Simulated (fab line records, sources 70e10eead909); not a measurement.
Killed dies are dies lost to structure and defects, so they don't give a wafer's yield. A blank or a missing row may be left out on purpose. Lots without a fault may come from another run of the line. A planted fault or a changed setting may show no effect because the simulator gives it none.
Tool commonality check | flow nand_harc | 11 lots, 31 wafers sampled

WHY IT WAS OPENED
At NHARC_P_GATE_INSPECT_68 the reading raw_defect_count is flagged on 2 of 11 lots. Wafers without a fault read 204, standard deviation 84.
Rule: a lot is flagged when every wafer of it that has a number lies more than 4 standard deviations from that mean, or none has a number. The other lots count as sound.

lot  | measured     | on                | raw_defect_count, wafer by wafer | flag
L778 | day 5 22:49  | defect_inspect-01 | 182 268 224                      |
L779 | day 6 02:16  | defect_inspect-01 | 197 145 123                      |
L780 | day 6 15:11  | defect_inspect-02 | 196 225 195                      |
L784 | day 8 02:53  | defect_inspect-01 | 237 134 198                      |
L785 | day 8 17:10  | defect_inspect-02 | 229 194 135                      |
L788 | day 9 20:19  | defect_inspect-02 | 134 101 95                       |
L787 | day 9 21:13  | defect_inspect-02 | 339 261 198                      |
L789 | day 10 13:17 | defect_inspect-02 | 139 189 230                      |
L790 | day 10 16:08 | defect_inspect-02 | 234 161 236                      |
L792 | day 11 22:22 | defect_inspect-02 | 1262 1264                        | FLAGGED
L793 | day 11 23:15 | defect_inspect-02 | 1024 1007                        | FLAGGED
The numbers of the flagged lots are 1139 on average: +935 against the usual, or +11 standard deviations.

WHICH TOOL RAN EACH LOT
The record holds 2 process steps before the reading, out of a route of 1302 steps. In each cell: the tool, then ch and the chambers that the sampled wafers went through, then the start.
lot  | flag    | NHARC_P_GATE_STRIP_76                | NHARC_P_GATE_RTA_82
L778 |         | plasma_asher-01 ch 0,1, day 5 18:28  | rtp_anneal-01 ch 0, day 5 22:37
L779 |         | plasma_asher-02 ch 0,1, day 5 22:17  | rtp_anneal-01 ch 0, day 6 02:04
L780 |         | plasma_asher-02 ch 0,1, day 6 11:12  | rtp_anneal-01 ch 0, day 6 15:01
L784 |         | plasma_asher-02 ch 1, day 7 22:54    | rtp_anneal-01 ch 0, day 8 02:41
L785 |         | plasma_asher-01 ch 1, day 8 13:08    | rtp_anneal-02 ch 0, day 8 16:58
L788 |         | plasma_asher-02 ch 0,1, day 9 16:20  | rtp_anneal-01 ch 0, day 9 20:09
L787 |         | plasma_asher-02 ch 0,1, day 9 17:13  | rtp_anneal-01 ch 0, day 9 21:04
L789 |         | plasma_asher-01 ch 0,1, day 10 09:19 | rtp_anneal-02 ch 0, day 10 13:05
L790 |         | plasma_asher-01 ch 0,1, day 10 12:10 | rtp_anneal-02 ch 0, day 10 15:56
L792 | FLAGGED | plasma_asher-01 ch 1, day 11 18:25   | rtp_anneal-02 ch 0, day 11 22:14
L793 | FLAGGED | plasma_asher-01 ch 1, day 11 19:08   | rtp_anneal-01 ch 0, day 11 23:08
What these steps do:
- NHARC_P_GATE_STRIP_76: strips in O2.
- NHARC_P_GATE_RTA_82: time 30 s.
- NHARC_P_GATE_INSPECT_68

FLAGGED OVER TOTAL, TOOL BY TOOL (the gauges that took the reading come last)
step                    | tool              | lots run | flagged | share of the flagged lots | sound lots run after its first flagged lot
NHARC_P_GATE_STRIP_76   | plasma_asher-01   | 6        | 2       | all                       | 0
NHARC_P_GATE_STRIP_76   | plasma_asher-02   | 5        | 0       | none                      | -
NHARC_P_GATE_RTA_82     | rtp_anneal-01     | 7        | 1       | some                      | 0
NHARC_P_GATE_RTA_82     | rtp_anneal-02     | 4        | 1       | some                      | 0
NHARC_P_GATE_INSPECT_68 | defect_inspect-01 | 3        | 0       | none                      | -
NHARC_P_GATE_INSPECT_68 | defect_inspect-02 | 8        | 2       | all                       | 0

WHAT THE TABLE ALLOWS
2 rows of the table ran every flagged lot: plasma_asher-01 at NHARC_P_GATE_STRIP_76, defect_inspect-02 at NHARC_P_GATE_INSPECT_68.
- plasma_asher-01 at NHARC_P_GATE_STRIP_76: 2 of its 6 lots flagged. Its last sound lot is L790 (day 10 12:10), its first flagged lot L792 (day 11 18:25): a fault that began between those two fits.
- defect_inspect-02 at NHARC_P_GATE_INSPECT_68: 2 of its 8 lots flagged. Its last sound lot is L790 (day 10 16:08), its first flagged lot L792 (day 11 22:22): a fault that began between those two fits.
Counting lots can't tell these 2 tools apart, because each fits a fault that began at some hour. More lots, or a look at what each step does to the wafer, might.

WHAT THE SIMULATOR HAD PUT IN
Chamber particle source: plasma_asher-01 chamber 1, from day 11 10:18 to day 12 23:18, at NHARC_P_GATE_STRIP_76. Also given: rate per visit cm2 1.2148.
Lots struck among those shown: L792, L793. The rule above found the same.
